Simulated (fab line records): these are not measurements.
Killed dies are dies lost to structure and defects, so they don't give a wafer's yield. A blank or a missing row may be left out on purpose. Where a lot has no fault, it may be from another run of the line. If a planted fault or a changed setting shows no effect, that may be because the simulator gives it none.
fab line records	flow n5Finfet
[record] lots = 7	wafers = 21
route steps=1938 shown ZERO_LAYER@9 WELL_APT@25 FIN_SAQP@125 STI_FIN_REVEAL@190 DUMMY_GATE@224 SDB@353 HKMG_FIN@402 GATE_CUT@469
startH: start of the lot's first displayed wafer, in hours after the record's first day	waitH: how many hours have passed since the lot's step before this one	" unchanged from the row above	L1.1+2: several wafers, shown together as one row	- no value, or no start given	* or withheld: withheld	< > ~ a bound
route shown NAME@n: a module of which the file shows steps, and the number in the route of the first	usual: mean and standard deviation over wafers with no fault	same: alike in all rows	chamber/n: place in a boat	sites: the reading at each site	_std_site: the standard deviation of these	_edge_site: mean of outer sites minus mean of inner sites	radiusMm: how far each site lies from the wafer's centre	mask NAME#n: copy n	behind: tool/chamber where the wafer was last shaped	hold: why the lot was held/for how many hours/how that ended	device: which transistor (n, p or np) failed to switch	end of line: the same wafers' tests at the end of the route	for a step that has no rows: nothing shown but its recipe	killed: count of dies lost to structure and defects at first sort (not the wafer's yield)	map: a wafer's dies, marking killed ones x, the rest . and places with no die _
set.NAME: the setting the step ran with; set.NAME@STEP: the setting that earlier step ran with	model.NAME: the simulator's own value behind a step, which no gauge read
lots whose settings were changed on purpose; a table a step, a row a wafer
[[steps]]
[step N5_ZERO_LAYER_EXPOSE_08]
[recipe] maskId = ZERO	na = 0.55	sourceShape = conventional	sigmaOuter = 0.8	polarization = unpolarized	defocusNm = 0	targetCdNm = 2000	doseMj = 16.2
lot.wafer	tool	chamber	startH	waitH	mask	set.doseMj
L074.3	krfScanner-01	0	12.60	-	ZERO#0	16.2
L074.5+6	"	0	"	"	ZERO#0	15.79
L076.1	krfScanner-01	0	24.59	-	ZERO#0	16.2
L076.4+6	"	0	"	"	ZERO#0	15.37
L079.1+2+6	krfScanner-02	0	42.46	-	ZERO#0	16.2
L082.4+5+6	krfScanner-01	0	60.61	-	ZERO#0	16.2
L085.4+5	krfScanner-01	0	78.51	-	ZERO#0	15.71
L085.6	"	0	"	"	ZERO#0	16.2
L087.1+2+4	krfScanner-01	0	90.59	-	ZERO#0	15.44
L090.2+5	krfScanner-01	0	108.47	-	ZERO#0	16.2
L090.6	"	0	"	"	ZERO#0	16.69
[step N5_ZERO_LAYER_DEVELOP_10]
[recipe] developTimeS = 60	rinseLiquid = diw	dry = airSpin	devTempC = 21
lot.wafer	tool	chamber	startH	waitH	set.developTimeS
L074.3+6	lithoTrack-03	0	-	-	52.67
L074.5	"	0	"	"	60
L076.1+4+6	lithoTrack-05	0	-	-	60
L079.1+2+6	lithoTrack-03	0	-	-	60
L082.4+6	lithoTrack-05	0	-	-	47.78
L082.5	"	0	"	"	60
L085.4+5+6	lithoTrack-04	0	-	-	60
L087.1+2+4	lithoTrack-04	0	-	-	60
L090.2	lithoTrack-04	0	-	-	60
L090.5+6	"	0	"	"	55.97
[step N5_ZERO_LAYER_HARDBAKE_23]
[recipe] tempC = 130	timeS = 120
[step N5_ZERO_LAYER_DESCUM_16]
[recipe] chemistry = O2	timeS = 7.9	sourcePowerW = 50	biasPowerW = 20	pressureMtorr = 20	rfFrequencyHz = 2.712e+07	tempC = 40	o2FlowSccm = 225
[step N5_ZERO_LAYER_ETCH_17]
[recipe] chemistry = CF4	target = SiO2	targetDepthA = 120	timeS = 13.3	ionEnergyEv = 350	pressureMtorr = 40	sourceW = 450	biasW = 215	Ar_flow_sccm = 100	cf4FlowSccm = 100
lot.wafer	tool	chamber	startH	waitH	set.doseMj@ZERO_LAYER_EXPOSE_08	model.ZERO_LAYER.cdNm
L074.3	rieDiel-03	2	12.84	0.0	16.2	1998
L074.5	"	0	"	"	15.79	1996
L074.6	"	3	"	"	15.79	1992
L076.1	rieDiel-04	1	24.84	0.0	16.2	1998
L076.4	"	3	"	"	15.37	1986
L076.6	"	2	"	"	15.37	1988
L079.1	rieDiel-03	0	42.71	0.0	16.2	1999
L079.2	"	1	"	"	16.2	2001
L079.6	"	3	"	"	16.2	1998
L082.4	rieDiel-01	1	60.87	0.0	16.2	1994
L082.5	"	3	"	"	16.2	2000
L082.6	"	0	"	"	16.2	1995
L085.4+5	rieDiel-03	1,2	78.74	0.0	15.71	1994
L085.6	"	1	"	"	16.2	2000
L087.1	rieDiel-03	2	90.87	0.0	15.44	1990
L087.2	"	3	"	"	15.44	1992
L087.4	"	1	"	"	15.44	1989
L090.2+5	rieDiel-03	0,1	108.78	0.0	16.2	1998
L090.6	"	2	"	"	16.69	2002
[step N5_WELL_APT_PEB_06]
[recipe] pebTempC = 130	pebTimeS = 90
lot.wafer	tool	chamber	startH	waitH	set.pebTimeS
L074.3+5+6	lithoTrack-05	0	13.57	0.0	90
L076.1+6	lithoTrack-01	0	25.59	0.1	73.92
L076.4	"	0	"	"	90
L079.1+2+6	lithoTrack-02	0	43.57	0.1	90
L082.4+5	lithoTrack-02	0	61.57	0.0	108.5
L082.6	"	0	"	"	90
L085.4	lithoTrack-05	0	79.59	0.0	90
L085.5+6	"	0	"	"	76.42
L087.1+2	lithoTrack-05	0	91.72	0.1	107.2
L087.4	"	0	"	"	90
L090.2	lithoTrack-01	0	109.51	0.0	79.6
L090.5+6	"	0	"	"	90
[step N5_WELL_APT_DEVELOP_07]
[recipe] developTimeS = 45	rinseLiquid = surfactantRinse	dry = airSpin	devTempC = 21
[step N5_WELL_APT_HARDBAKE_12]
[recipe] tempC = 130	timeS = 120
[step N5_WELL_APT_CD_MEAS_08]
[recipe] targetCdNm = 200	landingEnergyEv = 500	detector = seInlens
[usual] cdNm = 200.0/1.3
lot.wafer	tool	chamber	startH	waitH	set.pebTimeS@WELL_APT_PEB_06	cdNm
L074.3	cdSem-02	0	13.68	-	90	199.8
L074.5	"	0	"	"	90	198.3
L074.6	"	0	"	"	90	199.5
L076.1	cdSem-02	0	25.70	-	73.92	193.1
L076.4	"	0	"	"	90	201.7
L076.6	"	0	"	"	73.92	193.8
L079.1	cdSem-02	0	43.68	-	90	200.1
L079.2	"	0	"	"	90	198.6
L079.6	"	0	"	"	90	199.7
L082.4	cdSem-01	0	61.68	-	108.5	206.2
L082.5	"	0	"	"	108.5	205.8
L082.6	"	0	"	"	90	199.0
L085.4	cdSem-01	0	79.71	-	90	199.2
L085.5	"	0	"	"	76.42	192.1
L085.6	"	0	"	"	76.42	193.1
L087.1	cdSem-03	0	91.84	-	107.2	206.7
L087.2	"	0	"	"	107.2	206.2
L087.4	"	0	"	"	90	200.4
L090.2	cdSem-02	0	109.63	-	79.6	195.2
L090.5	"	0	"	"	90	199.2
L090.6	"	0	"	"	90	201.1
[step N5_WELL_APT_DESCUM_13]
[recipe] chemistry = O2	timeS = 7.9	sourcePowerW = 50	biasPowerW = 20	pressureMtorr = 20	rfFrequencyHz = 2.712e+07	tempC = 40	o2FlowSccm = 225
lot.wafer	tool	chamber	startH	waitH	set.timeS	set.pebTimeS@WELL_APT_PEB_06	model.WELL_APT.cdNm
L074.3	rieDiel-05	2	16.01	2.3	8.677	90	199.9
L074.5	"	3	"	"	7.9	90	198.6
L074.6	"	2	"	"	7.9	90	199.2
L076.1	rieDiel-02	0	25.79	0.0	9.489	73.92	193.4
L076.4	"	2	"	"	9.489	90	202
L076.6	"	0	"	"	7.9	73.92	193.8
L079.1	rieDiel-05	1	43.85	0.1	7.9	90	200.2
L079.2	"	2	"	"	7.9	90	199.1
L079.6	"	3	"	"	7.9	90	199.6
L082.4	rieDiel-06	2	61.80	0.1	8.748	108.5	206.2
L082.5	"	1	"	"	7.9	108.5	205.8
L082.6	"	0	"	"	7.9	90	199.4
L085.4	rieDiel-02	1	79.79	0.0	7.437	90	199.1
L085.5	"	1	"	"	7.9	76.42	192.1
L085.6	"	2	"	"	7.9	76.42	193.3
L087.1	rieDiel-05	3	91.93	0.0	7.9	107.2	206.9
L087.2	"	0	"	"	7.9	107.2	206.3
L087.4	"	1	"	"	7.9	90	200.5
L090.2	rieDiel-02	2	109.74	0.1	7.406	79.6	195.5
L090.5	"	2	"	"	7.406	90	199.3
L090.6	"	3	"	"	7.9	90	200.9
[step N5_FIN_SAQP_SPACER1_ALD_24]
[recipe] material = SiO2	targetThkA = 203	tempC = 300	aldPrecursorFamily = BDEAS	aldCoReactant = O2-plasma	pulseTimeS = 1	purgeTimeS = 2	coReactantPurgeTimeS = 2	aldCycles = 218	pressureTorr = 2
lot.wafer	tool	chamber	startH	waitH	set.aldCycles	model.SiO2_of_FIN_SAQP_SPACER1_ALD_24.thkNm
L074.3+5	aldSin-03	0,1	26.26	0.1	218	20.2
L074.6	"	0	"	"	251	23.4
L076.1+6	aldSin-03	3	35.36	0.3	218	20.4
L076.4	"	1	"	"	251	23.4
L079.1+6	aldSin-04	0,1	52.86	0.3	218	20.4
L079.2	"	2	"	"	218	20.2
L082.4+5	aldSin-03	3	72.50	1.2	218	20.4
L082.6	"	2	"	"	207	19.2
L085.4+5	aldSin-04	0,2	90.61	0.1	240	22.4
L085.6	"	1	"	"	218	20.4
L087.1+4	aldSin-02	3,0	103.76	0.3	252	23.6
L087.2	"	0	"	"	218	20.4
L090.2+6	aldSin-03	1,2	118.75	0.3	218	20.4
L090.5	"	3	"	"	184	17.2
[step N5_FIN_SAQP_SPACER1_ETCHBACK_25]
[recipe] chemistry = CHF3/O2	mode = anisotropicEtchback	target = SiO2	targetDepthA = 244	timeS = 12.2	pressureMtorr = 30	sourceW = 650	biasW = 170	Ar_flow_sccm = 200	CHF3_flow_sccm = 50	O2_flow_sccm = 5	ionEnergyEv = 200
[step N5_FIN_SAQP_MANDREL1_REMOVE_56]
[recipe] chemistry = HBr/Cl2/O2	btTimeS = 10	target = a-Si	stopOn = SiNx	endpoint = OES-SiCl	overEtchFrac = 1	icpW = 600	biasW = 22	HBr_flow_sccm = 150	Cl2_flow_sccm = 80	O2_flow_sccm = 5	pressureMtorr = 10
lot.wafer	tool	chamber	startH	waitH	set.aldCycles@FIN_SAQP_SPACER1_ALD_24	model.FIN_SAQP.cdNm
L074.3+5	rieSi-03	3	27.07	0.1	218	20.2
L074.6	"	0	"	"	251	23.4
L076.1+6	rieSi-03	3	36.24	0.1	218	20.4
L076.4	"	2	"	"	251	23.4
L079.1+6	rieSi-03	1,0	53.67	0.1	218	20.4
L079.2	"	2	"	"	218	20.2
L082.4	rieSi-04	0	73.34	0.1	218	20.4
L082.5	"	2	"	"	218	20.2
L082.6	"	3	"	"	207	19.2
L085.4	rieSi-03	3	91.41	0.1	240	22.4
L085.5	"	3	"	"	240	22.2
L085.6	"	2	"	"	218	20.4
L087.1+4	rieSi-04	1,0	104.56	0.1	252	23.6
L087.2	"	2	"	"	218	20.4
L090.2+6	rieSi-01	1,2	119.62	0.1	218	20.4
L090.5	"	1	"	"	184	17.4
[step N5_FIN_SAQP_CD_MEAS_27]
[recipe] targetCdNm = 20	landingEnergyEv = 1000	detector = seInlens	polarity = line
[usual] cdNm = 20.36/0.23
lot.wafer	tool	chamber	startH	waitH	set.aldCycles@FIN_SAQP_SPACER1_ALD_24	cdNm
L074.3	cdSem-03	0	27.19	0.1	218	19.98
L074.5	"	0	"	"	218	20.07
L074.6	"	0	"	"	251	23.15
L076.1	cdSem-03	0	36.35	0.1	218	20.38
L076.4	"	0	"	"	251	23.50
L076.6	"	0	"	"	218	20.28
L079.1	cdSem-01	0	53.78	0.1	218	20.60
L079.2	"	0	"	"	218	19.91
L079.6	"	0	"	"	218	20.63
L082.4	cdSem-02	0	73.46	0.1	218	20.33
L082.5	"	0	"	"	218	20.41
L082.6	"	0	"	"	207	19.28
L085.4	cdSem-03	0	91.53	0.1	240	22.02
L085.5	"	0	"	"	240	22.13
L085.6	"	0	"	"	218	20.73
L087.1	cdSem-01	0	104.67	0.1	252	23.36
L087.2	"	0	"	"	218	20.03
L087.4	"	0	"	"	252	23.85
L090.2	cdSem-03	0	119.73	0.1	218	20.33
L090.5	"	0	"	"	184	17.58
L090.6	"	0	"	"	218	20.60
[step N5_STI_FIN_REVEAL_ETCHBACK_08]
[recipe] chemistry = C4F6/O2	target = SiO2	targetDepthA = 305	timeS = 10.167	ionEnergyEv = 250	pressureMtorr = 30	sourceW = 345	biasW = 185	Ar_flow_sccm = 300	C4F6_flow_sccm = 10	O2_flow_sccm = 10
lot.wafer	tool	chamber	startH	waitH	set.timeS
L074.3+5	rieDiel-02	3	38.34	0.3	10.167
L074.6	"	1	"	"	8.329
L076.1+4+6	rieDiel-02	0,1,3	45.66	0.2	10.167
L079.1+2+6	rieDiel-02	1,2,1	64.11	0.2	10.167
L082.4+6	rieDiel-05	3,2	85.09	0.5	10.167
L082.5	"	1	"	"	8.161
L085.4+5+6	rieDiel-06	2,3,0	106.82	0.1	10.167
L087.1+4	rieDiel-06	1,2	114.01	0.2	9.069
L087.2	"	0	"	"	10.167
L090.2+6	rieDiel-02	0,1	128.86	0.2	10.167
L090.5	"	0	"	"	7.937
[step N5_STI_FIN_REVEAL_PRECLEAN_17]
[recipe] chemistry = NF3:NH3	afsCycles = 1	tempC = 30	timeS = 20	sublimationTempC = 180	sublimationTimeS = 60	pressureTorr = 3	rfPowerW = 30
lot.wafer	tool	chamber	startH	waitH	set.timeS
L074.3+6	remotePlasma-02	1	40.56	0.1	20
L074.5	"	1	"	"	22.87
L076.1	remotePlasma-02	0	47.81	0.0	20
L076.4+6	"	0	"	"	23.71
L079.1+2+6	remotePlasma-01	1	66.25	0.0	20
L082.4	remotePlasma-02	1	87.33	0.1	23.96
L082.5+6	"	1	"	"	20
L085.4+5+6	remotePlasma-01	1	109.04	0.1	20
L087.1	remotePlasma-02	0	116.17	0.0	17.05
L087.2+4	"	0	"	"	20
L090.2+5+6	remotePlasma-01	1	131.06	0.1	23.5
[step N5_STI_FIN_REVEAL_ETCH_34]
[recipe] chemistry = H2	mode = isotropic	material = Si	target = Si	targetDepthA = 9.7	tempC = 20	pressureMtorr = 4.5	icpW = 300	biasW = 0	h2FlowSccm = 7.5	heFlowSccm = 142.5
[step N5_STI_FIN_REVEAL_OXIDATION_31]
[recipe] chemistry = O2_PLASMA_REMOTE	tempC = 150	timeS = 20	pressureMtorr = 1000	sourcePowerW = 2000	o2FlowSccm = 3000
[step N5_STI_FIN_REVEAL_SRD_23]
[recipe] dry = ipaMarangoni	timeS = 30	tempC = 23	rinseLiquid = diw
[step N5_STI_FIN_REVEAL_FIN_H_MEAS_10]
[usual] trenchDepthNm = 51.8/0.63
lot.wafer	tool	chamber	startH	waitH	set.timeS@STI_FIN_REVEAL_ETCHBACK_08	trenchDepthNm
L074.3	ocd-01	-	41.32	0.0	10.167	51.6
L074.5	"	-	"	"	10.167	51.4
L074.6	"	-	"	"	8.329	47.0
L076.1	ocd-02	-	48.65	0.0	10.167	52.1
L076.4	"	-	"	"	10.167	52.6
L076.6	"	-	"	"	10.167	52.4
L079.1	ocd-02	-	67.06	0.0	10.167	51.6
L079.2	"	-	"	"	10.167	51.6
L079.6	"	-	"	"	10.167	51.5
L082.4	ocd-01	-	88.05	0.0	10.167	52.1
L082.5	"	-	"	"	8.161	46.0
L082.6	"	-	"	"	10.167	50.4
L085.4	ocd-02	-	109.77	0.0	10.167	52.1
L085.5	"	-	"	"	10.167	53.2
L085.6	"	-	"	"	10.167	52.1
L087.1	ocd-01	-	116.99	0.0	9.069	47.7
L087.2	"	-	"	"	10.167	52.1
L087.4	"	-	"	"	9.069	48.8
L090.2	ocd-02	-	132.11	0.0	10.167	52.6
L090.5	"	-	"	"	7.937	46.0
L090.6	"	-	"	"	10.167	52.2
[step N5_DUMMY_GATE_COAT_28]
[recipe] resist = underlayer	tempC = 205	timeS = 60	spinRpm = 1500	resistThkNm = 10
lot.wafer	tool	chamber	startH	waitH	set.spinRpm	model.underlayer_of_DUMMY_GATE_COAT_28.thkNm
L074.3+5+6	lithoTrack-03	0	-	-	1500	10
L076.1+4	lithoTrack-05	0	-	-	1621	9.6
L076.6	"	0	"	"	1500	10
L079.1+2+6	lithoTrack-03	0	-	-	1500	10
L082.4+5+6	lithoTrack-05	0	-	-	1441	10.2
L085.4	lithoTrack-05	0	-	-	1663	9.4
L085.5+6	"	0	"	"	1500	10
L087.1+2+4	lithoTrack-03	0	-	-	1500	10
L090.2+5+6	lithoTrack-04	0	-	-	1500	10
[step N5_SDB_EXPOSE_08]
[recipe] maskId = SDB	na = 1.35	sourceShape = conventional	sigmaOuter = 0.5	polarization = unpolarized	doseMj = 49.6
lot.wafer	tool	chamber	startH	waitH	mask	set.doseMj
L074.3+6	arfiScanner-02	0	70.24	-	SDB#0	47.57
L074.5	"	0	"	"	SDB#0	49.6
L076.1+4	arfiScanner-01	0	78.77	-	SDB#0	52.83
L076.6	"	0	"	"	SDB#0	49.6
L079.1+2+6	arfiScanner-02	0	95.74	-	SDB#0	49.6
L082.4+5	arfiScanner-03	0	118.73	-	SDB#0	46.44
L082.6	"	0	"	"	SDB#0	49.6
L085.4+5+6	arfiScanner-02	0	139.66	-	SDB#0	49.6
L087.1+4	arfiScanner-01	0	148.60	-	SDB#0	51
L087.2	"	0	"	"	SDB#0	49.6
L090.2+5	arfiScanner-03	0	162.06	-	SDB#0	53.01
L090.6	"	0	"	"	SDB#0	49.6
[step N5_SDB_PEB_09]
[recipe] pebTempC = withheld	pebTimeS = 60	resist = CAR-ArF
[step N5_SDB_DEVELOP_10]
[recipe] developTimeS = 30	developer = TMAH	resist = CAR-ArF	rinseLiquid = diw	dry = airSpin	devTempC = 23
[step N5_SDB_CD_MEAS_11]
[recipe] targetCdNm = 50	landingEnergyEv = 500	detector = seInlens	polarity = opening
[usual] cdNm = 50.4/0.87
lot.wafer	tool	chamber	startH	waitH	set.doseMj@SDB_EXPOSE_08	cdNm
L074.3	cdSem-02	0	70.35	-	47.57	44.9
L074.5	"	0	"	"	49.6	50.7
L074.6	"	0	"	"	47.57	45.4
L076.1	cdSem-03	0	78.89	-	52.83	58.1
L076.4	"	0	"	"	52.83	58.8
L076.6	"	0	"	"	49.6	50.4
L079.1	cdSem-03	0	95.87	-	49.6	52.0
L079.2	"	0	"	"	49.6	52.0
L079.6	"	0	"	"	49.6	50.9
L082.4	cdSem-02	0	118.84	-	46.44	44.3
L082.5	"	0	"	"	46.44	43.5
L082.6	"	0	"	"	49.6	50.7
L085.4	cdSem-02	0	139.77	-	49.6	48.8
L085.5	"	0	"	"	49.6	50.0
L085.6	"	0	"	"	49.6	49.7
L087.1	cdSem-03	0	148.72	-	51	52.2
L087.2	"	0	"	"	49.6	50.2
L087.4	"	0	"	"	51	51.4
L090.2	cdSem-01	0	162.18	-	53.01	59.4
L090.5	"	0	"	"	53.01	59.7
L090.6	"	0	"	"	49.6	50.9
[step N5_SDB_ETCH_17]
[recipe] chemistry = CF4	target = SiARC	targetDepthA = 234	maskMaterial = CAR-ArF	timeS = 39	ionEnergyEv = 80	pressureMtorr = 40	sourceW = 545	biasW = 36	Ar_flow_sccm = 100	cf4FlowSccm = 100	ends = cleared
[usual] rfVppV = 184.1/1.2
lot.wafer	tool	chamber	startH	waitH	set.biasW	rfVppV
L074.3	rieDiel-02	3	70.47	0.0	36	183.7
L074.5	"	0	"	"	32.94	173.1
L074.6	"	1	"	"	32.94	175.8
L076.1	rieDiel-05	2	79.02	0.0	36	183.3
L076.4	"	0	"	"	36	183.0
L076.6	"	3	"	"	36	184.4
L079.1	rieDiel-02	3	95.99	0.0	36	185.0
L079.2	"	1	"	"	36	184.3
L079.6	"	2	"	"	36	185.4
L082.4	rieDiel-06	3	119.31	0.0	39.52	195.5
L082.5	"	1	"	"	36	183.0
L082.6	"	0	"	"	36	185.1
L085.4	rieDiel-06	1	139.91	0.0	29.9	161.6
L085.5	"	0	"	"	29.9	163.0
L085.6	"	3	"	"	36	187.7
L087.1	rieDiel-05	1	148.85	0.0	36	183.9
L087.2	"	2	"	"	40.24	200.3
L087.4	"	0	"	"	40.24	198.1
L090.2	rieDiel-05	3	162.61	0.0	36	184.0
L090.5	"	2	"	"	36	184.9
L090.6	"	1	"	"	36	183.4
[step N5_HKMG_FIN_ETCH_54]
[recipe] chemistry = CF4	target = SiARC	targetDepthA = 455	maskMaterial = CAR-ArF	timeS = 75.8	ionEnergyEv = 80	pressureMtorr = 40	sourceW = 545	biasW = 36	Ar_flow_sccm = 100	cf4FlowSccm = 100	ends = cleared
[usual] etchRfOnTimeS = 75.8/1.3	rfVppV = 184.2/1.2
lot.wafer	tool	chamber	startH	waitH	set.sourceW	etchRfOnTimeS	rfVppV
L074.3	rieDiel-02	3	76.20	0.0	589.4	73.0	179.1
L074.5	"	1	"	"	545	75.5	184.5
L074.6	"	2	"	"	589.4	71.2	181.2
L076.1	rieDiel-06	2	85.55	0.0	545	76.2	182.9
L076.4	"	3	"	"	464	85.8	195.2
L076.6	"	3	"	"	464	86.2	196.5
L079.1	rieDiel-05	2	104.54	0.0	545	78.6	180.5
L079.2	"	1	"	"	545	75.7	184.4
L079.6	"	1	"	"	545	75.3	183.8
L082.4	rieDiel-06	1	125.04	0.0	454.6	89.2	195.7
L082.5	"	0	"	"	545	76.2	184.0
L082.6	"	1	"	"	545	75.9	182.4
L085.4	rieDiel-06	1	145.76	0.0	545	75.6	183.1
L085.5	"	0	"	"	545	75.5	184.4
L085.6	"	3	"	"	545	73.5	186.0
L087.1	rieDiel-05	3	154.78	0.0	545	77.0	184.4
L087.2	"	0	"	"	545	74.2	185.3
L087.4	"	1	"	"	599.3	69.7	178.7
L090.2	rieDiel-02	2	168.10	0.0	630.8	66.7	174.8
L090.5	"	0	"	"	545	74.0	183.6
L090.6	"	3	"	"	545	77.2	182.6
[step N5_GATE_CUT_ETCH_58]
[recipe] chemistry = CH3F/O2	target = SiNx	targetDepthA = 170	timeS = 128.6	ionEnergyEv = 50	pressureMtorr = 30	sourceW = 415	biasW = 21	Ar_flow_sccm = 150	CH3F_flow_sccm = 30	O2_flow_sccm = 20
lot.wafer	tool	chamber	startH	waitH	set.timeS	model.etch.depthNm	model.SiNx_of_SDB_ALD_29.thkNm
L074.3	rieDiel-01	3	84.15	0.1	151.2	20.32	24
L074.5	"	3	"	"	128.6	17.42	24.4
L074.6	"	2	"	"	128.6	16.98	24.6
L076.1	rieDiel-01	3	93.84	0.0	128.6	17.44	24.6
L076.4	"	3	"	"	128.6	17.35	24.4
L076.6	"	2	"	"	128.6	16.9	24.6
L079.1+6	rieDiel-04	1	112.76	0.0	128.6	16.53	24.6
L079.2	"	3	"	"	128.6	16.89	24.6
L082.4	rieDiel-04	0	133.87	0.1	154.1	20.3	24.2
L082.5	"	3	"	"	128.6	16.93	24.6
L082.6	"	1	"	"	154.1	20.04	24
L085.4	rieDiel-01	0	154.19	0.1	128.6	17.25	24.4
L085.5	"	3	"	"	128.6	17.17	24.4
L085.6	"	2	"	"	109.9	14.36	25
L087.1	rieDiel-04	3	163.10	0.0	128.6	16.94	24.6
L087.2	"	1	"	"	137.4	18.56	24.4
L087.4	"	1	"	"	137.4	18.53	24.4
L090.2	rieDiel-03	3	176.68	0.0	142.9	19.13	24.2
L090.5	"	2	"	"	142.9	18.86	24.2
L090.6	"	0	"	"	128.6	16.95	24.6
[[key]]
[split] step = N5_ZERO_LAYER_EXPOSE_08	setting = doseMj	stated = 16.2	by = wafer
[response] step = N5_ZERO_LAYER_ETCH_17	reading = model.ZERO_LAYER.cdNm	change = +1.93	per = 1%	r = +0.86
[split] step = N5_ZERO_LAYER_DEVELOP_10	setting = developTimeS	stated = 60	by = wafer
response none clear
[split] step = N5_WELL_APT_PEB_06	setting = pebTimeS	stated = 90	by = wafer
[response] step = N5_WELL_APT_CD_MEAS_08	reading = cdNm	change = +0.386	per = 1%	r = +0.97
[response] step = N5_WELL_APT_DESCUM_13	reading = model.WELL_APT.cdNm	change = +0.376	per = 1%	r = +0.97
[split] step = N5_WELL_APT_DESCUM_13	setting = timeS	stated = 7.9	by = wafer
response none clear
[split] step = N5_FIN_SAQP_SPACER1_ALD_24	setting = aldCycles	stated = 218	by = wafer
[response] step = N5_FIN_SAQP_SPACER1_ALD_24	reading = model.SiO2_of_FIN_SAQP_SPACER1_ALD_24.thkNm	change = +0.205	per = 1%	r = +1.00
[response] step = N5_FIN_SAQP_MANDREL1_REMOVE_56	reading = model.FIN_SAQP.cdNm	change = +0.201	per = 1%	r = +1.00
[response] step = N5_FIN_SAQP_CD_MEAS_27	reading = cdNm	change = +0.201	per = 1%	r = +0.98
[split] step = N5_STI_FIN_REVEAL_ETCHBACK_08	setting = timeS	stated = 10.167	by = wafer
[response] step = N5_STI_FIN_REVEAL_FIN_H_MEAS_10	reading = trenchDepthNm	change = +0.281	per = 1%	r = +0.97
[split] step = N5_STI_FIN_REVEAL_PRECLEAN_17	setting = timeS	stated = 20	by = wafer
response none clear
[split] step = N5_DUMMY_GATE_COAT_28	setting = spinRpm	stated = 1500	by = wafer
[response] step = N5_DUMMY_GATE_COAT_28	reading = model.underlayer_of_DUMMY_GATE_COAT_28.thkNm	change = -0.0532	per = 1%	r = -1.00
[split] step = N5_SDB_EXPOSE_08	setting = doseMj	stated = 49.6	by = wafer
[response] step = N5_SDB_CD_MEAS_11	reading = cdNm	change = +1.17	per = 1%	r = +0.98
[split] step = N5_SDB_ETCH_17	setting = biasW	stated = 36	by = wafer
[response] step = N5_SDB_ETCH_17	reading = rfVppV	change = +1.35	per = 1%	r = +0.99
[split] step = N5_HKMG_FIN_ETCH_54	setting = sourceW	stated = 545	by = wafer
[response] step = N5_HKMG_FIN_ETCH_54	reading = etchRfOnTimeS	change = *	per = 1%	r = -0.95
[response] step = N5_HKMG_FIN_ETCH_54	reading = rfVppV	change = -0.689	per = 1%	r = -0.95
[split] step = N5_GATE_CUT_ETCH_58	setting = timeS	stated = 128.6	by = wafer
[response] step = N5_GATE_CUT_ETCH_58	reading = model.etch.depthNm	change = +0.179	per = 1%	r = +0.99
[response] step = N5_GATE_CUT_ETCH_58	reading = model.SiNx_of_SDB_ALD_29.thkNm	change = -0.0307	per = 1%	r = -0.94
